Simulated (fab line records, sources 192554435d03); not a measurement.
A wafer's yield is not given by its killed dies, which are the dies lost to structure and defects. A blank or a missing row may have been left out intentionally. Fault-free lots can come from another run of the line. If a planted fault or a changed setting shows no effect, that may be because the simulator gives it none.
Split-lot trial + flow n5Finfet + 7 lots, 21 wafers read, on a route of 1938 steps

THE SPLIT
At N5_BEOL_M13_ILD_DEP_00 (deposits SiOC from DEMS/O2, target thk 837.92 nm, time 166.4 s), the setting timeS was moved away from the recipe's 166.4 s on 6 of the 21 wafers read, by -12.4% to +13.3%. The other wafers ran this setting at the recipe's value.

The file shows no step between the split and the reading.

THE READING
Values of M13_ILD_THK in nm from N5_BEOL_M13_THK_MEAS_01. Typical for fault-free wafers on this fab line: 837 nm, with standard deviation 11 nm.

| wafer  | tool, chamber at the split | timeS as run, s | against the recipe | M13_ILD_THK, nm | against lot-mates on the recipe |
|--------|----------------------------|-----------------|--------------------|-----------------|---------------------------------|
| L075.3 | pecvd-04, 1                | 166.4           | recipe             | 813             | -                               |
| L075.4 | pecvd-04, 2                | 166.4           | recipe             | 858             | -                               |
| L075.6 | pecvd-04, 1                | 166.4           | recipe             | 838             | -                               |
| L074.2 | pecvd-01, 1                | 166.4           | recipe             | 822             | -                               |
| L074.3 | pecvd-01, 1                | 145.7           | -12.4%             | 730             | -99                             |
| L074.6 | pecvd-01, 2                | 166.4           | recipe             | 836             | -                               |
| L083.3 | pecvd-03, 1                | 166.4           | recipe             | 831             | -                               |
| L083.4 | pecvd-03, 1                | 159.2           | -4.3%              | 808             | -30                             |
| L083.5 | pecvd-03, 2                | 166.4           | recipe             | 846             | -                               |
| L087.4 | pecvd-04, 1                | 175.7           | +5.6%              | 877             | +30                             |
| L087.5 | pecvd-04, 2                | 166.4           | recipe             | 845             | -                               |
| L087.6 | pecvd-04, 0                | 166.4           | recipe             | 848             | -                               |
| L086.1 | pecvd-03, 1                | 180             | +8.2%              | 907             | +80                             |
| L086.2 | pecvd-03, 0                | 166.4           | recipe             | 827             | -                               |
| L086.4 | pecvd-03, 2                | 180             | +8.2%              | 909             | +82                             |
| L091.2 | pecvd-01, 0                | 188.6           | +13.3%             | 947             | +116                            |
| L091.3 | pecvd-01, 2                | 166.4           | recipe             | 819             | -                               |
| L091.5 | pecvd-01, 2                | 166.4           | recipe             | 842             | -                               |
| L093.3 | pecvd-04, 0                | 166.4           | recipe             | 829             | -                               |
| L093.5 | pecvd-04, 1                | 166.4           | recipe             | 835             | -                               |
| L093.6 | pecvd-04, 0                | 166.4           | recipe             | 846             | -                               |

FIT RESULTS
A straight line over all 21 wafers: M13_ILD_THK changes by +8.38 nm for each +1% of timeS; r = +0.97; the points scatter about the line by 11 nm.
The same after taking each lot's own level away (the mean of its wafers on the recipe; 21 wafers): +8.51 nm for each +1%; r = +0.97; scatter 11 nm.
On that fit, the largest move of timeS shifts the reading by 1.1e+02 nm.
Measured against the standard deviation above, the lots' own levels, which go from 827.0 to 846.5 nm, span 1.8 times it.
The two slopes agree, so the slope changes little with the lot-to-lot level.
Check: for one of the wafers moved furthest among these (+13.3%), held out of the fit, the line's prediction against its lot-mates is +113 nm. It came out at +116 nm against them.

FURTHER SPLITS ON THESE WAFERS
Before the reading, these wafers also passed through other splits. Each is held against what the fit with the lots' levels taken away leaves over:
| other split on the same wafers   | wafers away from the commonest value | r with M13_ILD_THK (lot level and that fit taken away) |
|----------------------------------|--------------------------------------|--------------------------------------------------------|
| N5_BEOL_M11_TRENCH_ETCH_37 timeS | 6                                    | +0.27                                                  |
| N5_BEOL_M11_DEP_56 timeS         | 5                                    | +0.09                                                  |
| N5_BEOL_M12_ILD_DEP_00 timeS     | 9                                    | +0.05                                                  |

THE WHOLE CHAIN: every reading that the file lists as answering this split, in the file's order
| step                    | what it does                                                   | reading                                                                            | change (the file's fit)              | r (the file's) |
|-------------------------|----------------------------------------------------------------|------------------------------------------------------------------------------------|--------------------------------------|----------------|
| N5_BEOL_M13_ILD_DEP_00  | deposits SiOC from DEMS/O2, target thk 837.92 nm, time 166.4 s | SiOC_of_BEOL_M13_ILD_DEP_00.thkNm (the simulator's own value, which no gauge read) | +8.33 nm for each +1% of the setting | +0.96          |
| N5_BEOL_M13_THK_MEAS_01 |                                                                | M13_ILD_THK                                                                        | +8.33 for each +1% of the setting    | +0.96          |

THE FILE'S OWN FIT
M13_ILD_THK changes by +8.33 nm for each +1% of timeS, r = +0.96.
